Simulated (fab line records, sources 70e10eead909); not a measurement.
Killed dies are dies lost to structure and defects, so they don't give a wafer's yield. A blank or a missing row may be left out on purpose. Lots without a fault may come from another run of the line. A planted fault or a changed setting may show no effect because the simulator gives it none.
Chamber matching | flow nand_harc | NHARC_P_GATE_DEP_103 on pecvd-04: 3 sister chambers
The step deposits SiON, target thk 30 nm. 18 wafers are shown with their chamber, then 9 later ones without.

WAFERS WITH THEIR CHAMBER
wafer  | chamber | heater_power_w (W)
L076.1 | 1       | 711
L076.4 | 0       | 961
L076.5 | 1       | 713
L077.2 | 1       | 706
L077.4 | 1       | 685
L077.5 | 0       | 949
L081.1 | 2       | 837
L081.4 | 0       | 1012
L081.5 | 1       | 685
L083.3 | 1       | 705
L083.4 | 2       | 791
L083.6 | 0       | 1017
L087.1 | 0       | 1019
L087.2 | 1       | 729
L087.3 | 2       | 829
L089.2 | 1       | 648
L089.4 | 0       | 1024
L089.5 | 1       | 643

SIGNATURES (means of the wafers above)
reading        | chamber 0 | chamber 1 | chamber 2 | scatter within a chamber
heater_power_w | 997.00    | 691.67    | 819.00    | 30.1
Rule: a wafer's distance from a chamber is the root of the sum, over the readings, of the square of ((its reading less the chamber's mean) divided by the reading's scatter). The wafer belongs to the nearest chamber; if the next one is less than 2 further off, it can't be placed. The scatter: the root of (the sum of the squares of (reading less its chamber's mean) over the shown wafers, divided by (wafers less chambers)).

WAFERS WITHOUT THEIR CHAMBER
wafer  | heater_power_w (W)
L088.2 | 687
L088.5 | 701
L088.6 | 787
L095.1 | 887
L095.2 | 723
L095.6 | 888
L096.1 | 834
L096.4 | 870
L096.6 | 757

WHICH CHAMBER EACH WENT THROUGH
wafer  | from the rows above     | in truth
L088.2 | 1                       | 1
L088.5 | 1                       | 1
L088.6 | 2                       | 2
L095.1 | can't be placed: 2 or 0 | 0
L095.2 | 1                       | 1
L095.6 | can't be placed: 2 or 0 | 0
L096.1 | 2                       | 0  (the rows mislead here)
L096.4 | 2                       | 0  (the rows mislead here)
L096.6 | can't be placed: 2 or 1 | 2
Placed correctly: 4 of 9. Can't be placed from these rows: 3 (the true chamber is among the candidates in 3). Placed wrongly: 2.
